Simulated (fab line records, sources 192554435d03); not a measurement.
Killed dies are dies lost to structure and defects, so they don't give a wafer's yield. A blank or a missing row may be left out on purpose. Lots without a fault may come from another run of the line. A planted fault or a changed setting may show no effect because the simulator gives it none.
fab line records | flow n5_finfet
record lots=5 wafers=15 last_day=17
route steps=1938 shown BEOL_M10@1497
lots that met no fault: from a run of the same line without faults
start_h: hours from the record's first day to the start of the lot's first wafer shown | wait_h: hours since the lot's step before | " the same as in the row above | L1.1+2: a row that stands for several wafers | - no value, or no start given | * or withheld: withheld | < > ~ a bound
route shown NAME@n: a module of which the file shows steps, and the number in the route of the first | usual: mean/standard deviation of fault-free wafers | same: alike in all rows | chamber/n: place in a boat | sites: the reading at each site | _std_site: their standard deviation | _edge_site: outer sites' mean less inner sites' | radius_mm: how far each site lies from the wafer's centre | mask NAME#n: copy n | behind: the tool/chamber that last shaped the wafer | hold: why the lot was held/for how many hours/how that ended | device: the transistor (n, p or np) that didn't switch | end of line: the same wafers' tests at the end of the route | a step without rows: its recipe alone | killed: dies lost to structure and defects at the first sort, not the wafer's yield | map: a wafer's dies, x killed, . not, _ none there
set.NAME: the setting as run; set.NAME@STEP: as run at that earlier step | model.NAME: the simulator's own value behind a step, which no gauge read
lots at some steps of the route; a table a step, a row a wafer
services: from which hour (start_h, from the record's first day; less than 0 if before it) a tool's chamber was out of use, for how many hours, and why
## steps
# step N5_BEOL_M10_EBR_24
# recipe solvent=PGMEA ebr_width_mm=1.5
# step N5_BEOL_M10_SOFTBAKE_23
# recipe temp_c=110 time_s=60 resist=CAR-ArF
# step N5_BEOL_M10_EXPOSE_25
# recipe mask_id=V9 na=1.35 source_shape=annular sigma_inner=0.5 sigma_outer=0.8 polarization=unpolarized dose_mj=85.5
# step N5_BEOL_M10_PEB_26
# recipe peb_temp_c=withheld peb_time_s=60 resist=CAR-ArF
# step N5_BEOL_M10_DEVELOP_27
# recipe develop_time_s=30 developer=TMAH resist=CAR-ArF rinse_liquid=diw dry=air_spin dev_temp_c=23
# step N5_BEOL_M10_CD_MEAS_28
# recipe target_cd_nm=70 landing_energy_ev=500 detector=se_inlens polarity=opening
# usual cd_nm=70.3/0.98
# columns lot.wafer tool chamber start_h wait_h cd_nm
L389.1 cd_sem-03 0 227.42 - 70.7
L389.3 " 0 " " 70.3
L389.6 " 0 " " 69.7
L388.1 cd_sem-02 0 238.33 - 69.9
L388.4 " 0 " " 69.1
L388.5 " 0 " " 69.7
L398.2 cd_sem-02 0 283.54 - 71.1
L398.3 " 0 " " 70.3
L398.6 " 0 " " 72.5
L407.2 cd_sem-02 0 350.65 - 71.2
L407.4 " 0 " " 72.4
L407.6 " 0 " " 72.4
L410.2 cd_sem-01 0 359.71 - 70.8
L410.5 " 0 " " 70.1
L410.6 " 0 " " 72.1
# step N5_BEOL_M10_OVL_MEAS_29
# recipe points_per_wafer=44
# usual V9_OVL=0.1/0.56
# columns lot.wafer tool chamber start_h wait_h V9_OVL[nm]
L389.1 overlay-02 0 227.45 0.0 0.2
L389.3 " 0 " " 0.1
L389.6 " 0 " " 0.1
L388.1 overlay-02 0 238.36 0.0 0.5
L388.4 " 0 " " 0.5
L388.5 " 0 " " -0.2
L398.2 overlay-01 0 283.57 0.0 -0.2
L398.3 " 0 " " 0.0
L398.6 " 0 " " 0.2
L407.2 overlay-01 0 350.68 0.0 0.7
L407.4 " 0 " " 0.3
L407.6 " 0 " " -1.0
L410.2 overlay-02 0 359.74 0.0 -0.8
L410.5 " 0 " " -0.8
L410.6 " 0 " " 0.2
# step N5_BEOL_M10_INSPECT_30
# recipe mode=adi inspect_instrument=brightfield
# usual raw_defect_count=390/84
# columns lot.wafer tool chamber start_h wait_h raw_defect_count
L389.1 defect_inspect-01 - 227.48 0.0 299
L389.3 " - " " 320
L389.6 " - " " 253
L388.1 defect_inspect-02 - 238.38 0.0 517
L388.4 " - " " 543
L388.5 " - " " 465
L398.2 defect_inspect-02 - 283.59 0.0 288
L398.3 " - " " 338
L398.6 " - " " 476
L407.2 defect_inspect-02 - 350.71 0.0 417
L407.4 " - " " 243
L407.6 " - " " 360
L410.2 defect_inspect-02 - 359.77 0.0 377
L410.5 " - " " 462
L410.6 " - " " 417
# step N5_BEOL_M10_DESCUM_33
# recipe chemistry=O2 time_s=7.9 source_power_w=50 bias_power_w=20 pressure_mtorr=20 rf_frequency_hz=2.712e+07 temp_c=40 resist=CAR-ArF o2_flow_sccm=225
# usual bias_power_w=20.01/0.059 drypump_motor_current_A=5.8/0.54 o2_flow_sccm=225.0/0.75 oes_product_au=0.78/0.081 rf_vpp_V=242.9/1.3 showerhead_plenum_p_Torr=2.08/0.062 throttle_valve_pct=20.53/0.23
# columns lot.wafer tool chamber start_h wait_h bias_power_w drypump_motor_current_A o2_flow_sccm oes_product_au rf_hours_counter_h rf_vpp_V showerhead_plenum_p_Torr throttle_valve_pct
L389.1 rie_diel-02 3 227.51 0.0 19.97 5.0 225.1 0.72 197 242.2 2.05 20.75
L389.3 " 0 " " 19.96 5.6 223.5 0.99 0 244.2 2.16 20.46
L389.6 " 0 " " 20.00 5.6 224.9 0.98 - 243.5 2.16 20.46
L388.1 rie_diel-01 1 238.42 0.0 19.96 5.4 225.3 0.79 88 244.2 2.14 20.44
L388.4 " 0 " " 20.07 5.3 224.3 0.83 65 242.0 2.12 20.43
L388.5 " 1 " " 19.96 5.4 224.3 0.80 - 244.7 2.14 20.44
L398.2 rie_diel-02 2 283.97 0.4 20.13 5.8 224.3 0.72 215 244.3 2.16 20.49
L398.3 " 0 " " 19.90 5.6 224.2 0.90 17 242.8 2.16 20.46
L398.6 " 1 " " 20.01 6.6 224.4 0.69 - 243.1 2.07 20.72
L407.2 rie_diel-04 1 351.19 0.5 20.02 6.0 223.7 0.92 24 241.3 2.07 20.68
L407.4 " 3 " " 20.00 5.3 225.9 0.70 232 242.0 1.99 20.72
L407.6 " 1 " " 20.05 6.0 226.4 0.92 - 241.4 2.07 20.68
L410.2 rie_diel-01 2 359.80 0.0 19.99 5.2 224.8 0.73 154 242.8 2.01 20.56
L410.5 " 0 " " 19.97 5.3 224.8 0.79 - 242.8 2.11 20.49
L410.6 " 3 " " 20.07 6.3 223.9 0.76 - 243.3 2.09 20.03
# step N5_BEOL_M10_ETCH_65
# recipe chemistry=CF4 target=SiARC target_depth_a=390 mask_material=CAR-ArF time_s=65 ion_energy_ev=80 pressure_mtorr=40 source_w=545 bias_w=36 Ar_flow_sccm=100 cf4_flow_sccm=100 ends=cleared
# usual bias_w=35.99/0.1 drypump_motor_current_A=5.8/0.55 etch_rf_on_time_s=64.7/1.4 oes_product_au=0.66/0.066 rf_vpp_V=183.9/1.1 showerhead_plenum_p_Torr=2.13/0.056 throttle_valve_pct=15.72/0.26
# columns lot.wafer tool chamber start_h wait_h bias_w drypump_motor_current_A etch_rf_on_time_s oes_product_au rf_hours_counter_h rf_vpp_V showerhead_plenum_p_Torr throttle_valve_pct
L389.1 rie_diel-02 3 227.55 0.0 35.89 5.0 63.2 0.62 197 181.1 2.13 16.13
L389.3 " 0 " " 36.07 5.6 65.5 0.83 0 186.8 2.19 15.49
L389.6 " 0 " " 35.95 5.6 65.8 0.83 - 184.6 2.19 15.48
L388.1 rie_diel-01 1 238.45 0.0 35.91 5.4 65.7 0.67 88 184.1 2.17 15.52
L388.4 " 0 " " 36.11 5.3 66.0 0.71 65 184.4 2.16 15.59
L388.5 " 1 " " 36.11 5.5 65.3 0.68 - 184.9 2.17 15.54
L398.2 rie_diel-02 2 284.01 0.0 35.92 5.8 63.8 0.62 215 186.0 2.20 15.68
L398.3 " 0 " " 35.99 5.6 65.8 0.75 17 184.6 2.19 15.52
L398.6 " 1 " " 36.07 6.6 64.5 0.60 - 183.6 2.12 15.92
L407.2 rie_diel-04 1 351.23 0.0 35.96 6.0 65.5 0.78 24 183.4 2.10 15.64
L407.4 " 3 " " 35.89 5.3 65.6 0.60 232 183.7 2.04 15.93
L407.6 " 1 " " 35.87 6.0 64.9 0.79 - 183.2 2.10 15.63
L410.2 rie_diel-01 2 359.83 0.0 36.26 5.2 66.7 0.62 154 183.8 2.05 15.69
L410.5 " 0 " " 35.87 5.3 66.2 0.68 - 183.6 2.15 15.66
L410.6 " 3 " " 36.04 6.3 66.8 0.63 - 184.9 2.15 15.26
# step N5_BEOL_M10_ETCH_66
# recipe chemistry=N2/H2 target=SOC target_depth_a=1200 overetch_a=240 mask_material=SiARC temp_c=40 time_s=180 ion_energy_ev=200 pressure_mtorr=30 source_w=840 bias_w=150 n2_flow_sccm=200 h2_flow_sccm=200
# usual bias_w=150.1/0.46 drypump_motor_current_A=5.8/0.54 n2_flow_sccm=200.0/0.68 oes_product_au=0.62/0.063 rf_vpp_V=523.4/2.1 run_length_s=203.4/0.39 showerhead_plenum_p_Torr=2.53/0.071 throttle_valve_pct=17.93/0.28
# columns lot.wafer tool chamber start_h wait_h bias_w drypump_motor_current_A n2_flow_sccm oes_product_au rf_hours_counter_h rf_vpp_V run_length_s showerhead_plenum_p_Torr throttle_valve_pct
L389.1 rie_diel-02 3 227.60 0.0 150.4 5.0 200.2 0.58 197 522.4 202.7 2.53 18.34
L389.3 " 0 " " 150.8 5.6 200.5 0.79 0 527.1 203.0 2.62 17.81
L389.6 " 0 " " 150.7 5.6 199.6 0.78 - 526.2 203.4 2.62 17.82
L388.1 rie_diel-01 1 238.50 0.0 149.9 5.5 198.9 0.64 88 523.2 203.2 2.57 17.64
L388.4 " 0 " " 149.8 5.3 199.7 0.68 65 525.3 203.3 2.55 17.58
L388.5 " 1 " " 150.4 5.5 199.1 0.63 - 524.4 203.5 2.57 17.64
L398.2 rie_diel-02 2 284.06 0.0 150.0 5.9 200.1 0.58 215 525.7 203.4 2.62 17.85
L398.3 " 0 " " 149.8 5.6 199.8 0.71 17 525.4 203.1 2.61 17.85
L398.6 " 1 " " 150.2 6.6 200.2 0.56 - 523.1 203.5 2.52 18.23
L407.2 rie_diel-04 1 351.28 0.0 150.3 6.0 199.8 0.74 24 522.9 202.6 2.49 17.97
L407.4 " 3 " " 149.7 5.3 199.3 0.58 232 520.8 203.6 2.41 18.19
L407.6 " 1 " " 149.5 6.0 200.1 0.74 - 520.9 202.3 2.49 17.98
L410.2 rie_diel-01 2 359.88 0.0 150.1 5.1 199.3 0.60 154 521.3 203.7 2.44 17.85
L410.5 " 0 " " 149.5 5.3 198.8 0.65 - 525.1 203.3 2.53 17.62
L410.6 " 3 " " 150.1 6.3 200.4 0.61 - 524.8 203.5 2.57 17.56
# step N5_BEOL_M10_STRIP_69
# recipe chemistry=N2/H2 temp_c=40 n2_flow_sccm=200 h2_flow_sccm=200 rf_frequency_hz=6e+07
# step N5_BEOL_M10_VIA_ETCH_34
# recipe chemistry=C4F6/O2 target=SiCOH_lowk target_depth_a=1845 mask_material=SOC taper_deg=4 time_s=69.2 ion_energy_ev=250 pressure_mtorr=30 source_w=345 bias_w=185 Ar_flow_sccm=300 C4F6_flow_sccm=10 O2_flow_sccm=10
# usual bias_w=185.0/0.58 drypump_motor_current_A=5.8/0.55 oes_product_au=0.77/0.076 rf_vpp_V=662/12 run_length_s=92.5/0.36 showerhead_plenum_p_Torr=2.83/0.078 throttle_valve_pct=21.00/0.26
# columns lot.wafer tool chamber start_h wait_h bias_w drypump_motor_current_A oes_product_au rf_hours_counter_h rf_vpp_V run_length_s showerhead_plenum_p_Torr throttle_valve_pct model.etch.depth_nm model.SOC_of_BEOL_M10_COAT_63.thk_nm
L389.1 rie_diel-02 3 227.72 0.0 185.8 5.0 0.71 197 646 92.0 2.82 21.33 185.1 92.4
L389.3 " 0 " " 184.5 5.6 0.94 0 656 92.4 2.91 20.81 178.8 92.4
L389.6 " 0 " " 184.9 5.6 0.94 - 654 92.8 2.91 20.81 178.4 92.4
L388.1 rie_diel-01 1 238.62 0.0 185.0 5.5 0.80 88 665 92.3 2.91 20.94 184.4 92
L388.4 " 0 " " 185.4 5.3 0.83 65 646 92.6 2.90 20.99 179.4 92.2
L388.5 " 1 " " 184.3 5.5 0.79 - 665 92.2 2.91 20.92 184.7 92
L398.2 rie_diel-02 2 284.18 0.0 184.9 5.8 0.72 215 673 92.7 2.93 20.96 184.4 91.8
L398.3 " 0 " " 184.4 5.6 0.88 17 657 109.8 2.90 20.83 228.2 89.6
L398.6 " 1 " " 185.0 6.6 0.69 - 672 92.6 2.82 21.23 185.8 91.8
L407.2 rie_diel-04 1 351.40 0.0 184.9 6.1 0.91 24 671 91.8 2.78 20.96 185.5 91.2
L407.4 " 3 " " 184.5 5.3 0.71 232 669 92.8 2.71 21.22 185.5 91.4
L407.6 " 1 " " 185.5 6.1 0.92 - 673 91.4 2.78 20.97 186.7 91.4
L410.2 rie_diel-01 2 360.01 0.0 184.7 5.1 0.73 154 683 92.6 2.73 20.94 181.1 92.2
L410.5 " 0 " " 186.6 5.3 0.79 - 646 93.2 2.88 21.05 181.6 92
L410.6 " 3 " " 184.5 6.3 0.75 - 655 92.9 2.86 20.54 181.8 92.2
# step N5_BEOL_M10_STRIP_73
# recipe chemistry=C4F6/O2 resist=SiARC rf_frequency_hz=6e+07
## services
# columns tool chamber start_h hours kind
rie_diel-02 0 211.43 - clean
rie_diel-02 0 211.43 - consumable_replace:focus_ring
rie_diel-02 0 211.43 15.1 scheduled_down
rie_diel-02 0 211.43 15.1 vent_cycle
rie_diel-01 - 226.88 11.4 repair
rie_diel-02 0 269.78 9.7 repair
rie_diel-01 - 271.78 1.1 repair
rie_diel-04 1 272.31 - clean
rie_diel-04 1 272.31 - consumable_replace:focus_ring
rie_diel-04 1 272.31 14.9 scheduled_down
rie_diel-04 1 272.31 14.9 vent_cycle
rie_diel-02 - 301.01 2.8 pm
rie_diel-04 0 317.81 - clean
rie_diel-04 0 317.81 - consumable_replace:focus_ring
rie_diel-04 0 317.81 - consumable_replace:showerhead
rie_diel-04 0 317.81 13.8 scheduled_down
rie_diel-04 0 317.81 13.8 vent_cycle
## key
first_sign step=N5_BEOL_M10_VIA_ETCH_34 reading=run_length_s direction=up sigmas=48 usual=* struck=*
effect none on later readings
model_effect step=N5_BEOL_M10_VIA_ETCH_34 value=etch.depth_nm without=182.1 struck=228.2
met_at N5_BEOL_M10_VIA_ETCH_34
struck_wafers L398.3
onset_between 227.72 284.18
fault kind=process_parameter_drift tool=rie_diel-02 chamber=0 onset_h=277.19 steps=N5_BEOL_M10_VIA_ETCH_34 channel=time_s offset=* shape=step end_h=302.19 acts_in=* stated=*
